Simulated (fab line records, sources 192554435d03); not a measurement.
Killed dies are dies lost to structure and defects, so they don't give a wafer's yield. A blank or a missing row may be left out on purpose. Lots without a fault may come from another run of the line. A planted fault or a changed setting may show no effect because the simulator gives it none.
Which tool did it? | flow n5_finfet | 23 lots, 69 wafers sampled, at 2 steps of a route of 1938

WHAT THE GAUGES READ, wafer by wafer
N5_WELL_APT_OVL_MEAS_26. Usual: PWELL_OVL 2 nm, standard deviation 5.1.
lot  | measured    | on         | PWELL_OVL (nm) | flag
L074 | day 1 14:53 | overlay-01 | -11 -3 -7      |
L075 | day 1 20:51 | overlay-01 | -8 -2 -5       |
L076 | day 2 03:06 | overlay-02 | 12 7 0         |
L078 | day 2 15:07 | overlay-01 | -4 0 6         |
L079 | day 2 20:43 | overlay-01 | 2 2 4          |
L080 | day 3 02:56 | overlay-01 | -2 -1 3        |
L081 | day 3 08:51 | overlay-02 | 3 -1 -2        |
L082 | day 3 14:59 | overlay-02 | -5 5 -1        |
L083 | day 3 20:50 | overlay-01 | -1 4 3         |
L084 | day 4 03:09 | overlay-01 | 4 -1 7         |
L085 | day 4 08:58 | overlay-01 | -2 6 6         |
L086 | day 4 15:20 | overlay-01 | -3 7 8         |
L087 | day 4 21:07 | overlay-01 | 7 -1 13        |
L088 | day 5 02:50 | overlay-01 | -3 -10 -2      |
L089 | day 5 09:03 | overlay-02 | 1 6 1          |
L090 | day 5 15:35 | overlay-02 | 9 4 -1         |
L091 | day 5 21:01 | overlay-01 | 8 2 3          |
L092 | day 6 03:07 | overlay-02 | -2 8 7         |
L093 | day 6 09:05 | overlay-02 | -4 3 0         |
L094 | day 6 14:51 | overlay-01 | 10 5 3         |
L095 | day 6 20:52 | overlay-01 | 4 -1 8         |
L096 | day 7 03:03 | overlay-02 | 6 -3 6         |
L097 | day 7 08:50 | overlay-02 | 6 3 0          |

WHICH TOOL RAN EACH LOT (tool, then ch and the chambers of the sampled wafers, then the start)
lot  | N5_WELL_APT_DESCUM_13
L074 | rie_diel-04 ch 0,1,2, day 1 13:48
L075 | rie_diel-04 ch 0,1, day 1 19:38
L076 | rie_diel-04 ch 0,1, day 2 01:55
L078 | rie_diel-02 ch 0,2,3, day 2 13:53
L079 | rie_diel-04 ch 0,2, day 2 19:40
L080 | rie_diel-04 ch 2,3, day 3 01:52
L081 | rie_diel-02 ch 1,2,3, day 3 07:46
L082 | rie_diel-04 ch 1,3, day 3 13:55
L083 | rie_diel-02 ch 0,1,2, day 3 19:39
L084 | rie_diel-04 ch 0,1,2, day 4 02:05
L085 | rie_diel-06 ch 0,1,3, day 4 07:53
L086 | rie_diel-04 ch 0,1,2, day 4 14:00
L087 | rie_diel-02 ch 2,3, day 4 20:03
L088 | rie_diel-04 ch 1,3, day 5 01:47
L089 | rie_diel-02 ch 1,2, day 5 07:59
L090 | rie_diel-02 ch 0,2, day 5 14:32
L091 | rie_diel-02 ch 0,1,3, day 5 19:52
L092 | rie_diel-06 ch 0,1,3, day 6 01:54
L093 | rie_diel-04 ch 1,3, day 6 07:53
L094 | rie_diel-06 ch 1,2,3, day 6 13:46
L095 | rie_diel-04 ch 0,1,3, day 6 19:46
L096 | rie_diel-02 ch 0,1,2, day 7 01:52
L097 | rie_diel-06 ch 1,2,3, day 7 07:46
- N5_WELL_APT_DESCUM_13: chemistry O2, time 7.9 s.

WHAT THE TOOLS THEMSELVES READ (means of the sampled wafers that have a number; where no wafer has one, the mark that the record gives instead)
N5_WELL_APT_DESCUM_13. Usual: drypump_motor_current_A 5.8 A, standard deviation 0.5; o2_flow_sccm 225.1 sccm, standard deviation 0.64; oes_product_au 0.79 a.u., standard deviation 0.097; rf_vpp_V 243.3 V, standard deviation 1.2; showerhead_plenum_p_Torr 2.10 Torr, standard deviation 0.063; throttle_valve_pct 20.48 %, standard deviation 0.24.
lot  | tool        | drypump_motor_current_A (A) | o2_flow_sccm (sccm) | oes_product_au (a.u.) | rf_vpp_V (V) | showerhead_plenum_p_Torr (Torr) | throttle_valve_pct (%) | flag
L074 | rie_diel-04 | 6.1                         | 224.7               | 0.80                  | 242.1        | 2.07                            | 20.52                  |
L075 | rie_diel-04 | 6.3                         | 225.1               | 0.71                  | 243.4        | 2.08                            | 20.59                  |
L076 | rie_diel-04 | 6.3                         | 224.7               | 0.71                  | 242.6        | 2.08                            | 20.59                  |
L078 | rie_diel-02 | 5.6                         | 225.1               | 0.75                  | 242.5        | 2.09                            | 20.51                  |
L079 | rie_diel-04 | 6.3                         | 225.0               | 0.78                  | 243.6        | 2.08                            | 20.53                  |
L080 | rie_diel-04 | 5.9                         | 225.5               | 0.93                  | 243.8        | 2.11                            | 20.37                  |
L081 | rie_diel-02 | 5.7                         | 225.1               | 0.77                  | 243.7        | 2.13                            | 20.62                  |
L082 | rie_diel-04 | 6.0                         | 224.8               | 0.77                  | 243.8        | 2.12                            | 20.49                  |
L083 | rie_diel-02 | 5.8                         | 225.3               | 0.75                  | 243.9        | 2.12                            | 20.44                  |
L084 | rie_diel-04 | 6.1                         | 225.1               | 0.76                  | 242.4        | 2.06                            | 20.56                  |
L085 | rie_diel-06 | 5.8                         | 225.5               | 0.82                  | 244.4        | 2.11                            | 20.41                  |
L086 | rie_diel-04 | 6.1                         | 225.0               | 0.76                  | 242.7        | 2.06                            | 20.56                  |
L087 | rie_diel-02 | 5.6                         | 225.4               | 0.75                  | 242.9        | 2.08                            | 20.72                  |
L088 | rie_diel-04 | 5.9                         | 224.7               | 0.76                  | 243.5        | 2.12                            | 20.50                  |
L089 | rie_diel-02 | 5.8                         | 225.5               | 0.77                  | 244.2        | 2.15                            | 20.56                  |
L090 | rie_diel-02 | 5.6                         | 224.5               | 0.93                  | 243.0        | 2.08                            | 20.12                  |
L091 | rie_diel-02 | 5.3                         | 225.3               | 0.78                  | 244.2        | 2.10                            | 20.47                  |
L092 | rie_diel-06 | 5.8                         | 224.5               | 0.80                  | 244.0        | 2.11                            | 20.43                  |
L093 | rie_diel-04 | 6.0                         | 225.1               | 0.81                  | 244.4        | 2.17                            | 20.40                  |
L094 | rie_diel-06 | 5.5                         | 224.8               | 0.78                  | 243.6        | 2.11                            | 20.51                  |
L095 | rie_diel-04 | 6.1                         | 224.7               | 0.74                  | 243.1        | 2.12                            | 20.53                  |
L096 | rie_diel-02 | 5.8                         | 224.7               | 0.82                  | 243.3        | 2.11                            | 20.37                  |
L097 | rie_diel-06 | 5.5                         | 224.7               | 0.78                  | 243.6        | 2.11                            | 20.52                  |

THE ANSWER, worked out from the rows above alone
Rule: a lot is off if the mean of its wafers that have a number lies more than 3 standard deviations from the usual mean. A lot without any number at a reading at which 4 lots or more have one is off too. The other lots that the step has rows for count as sound. The gauges are gone through in route order, then the tools' own readings, and for those a lot's mean is taken as printed above. The first step at which some lot is off is used, and at that step the reading that is off furthest; a lot without a number counts as furthest.
No lot is off at any reading shown: from this, nothing can be told.

WHAT THE SIMULATOR HAD PUT IN
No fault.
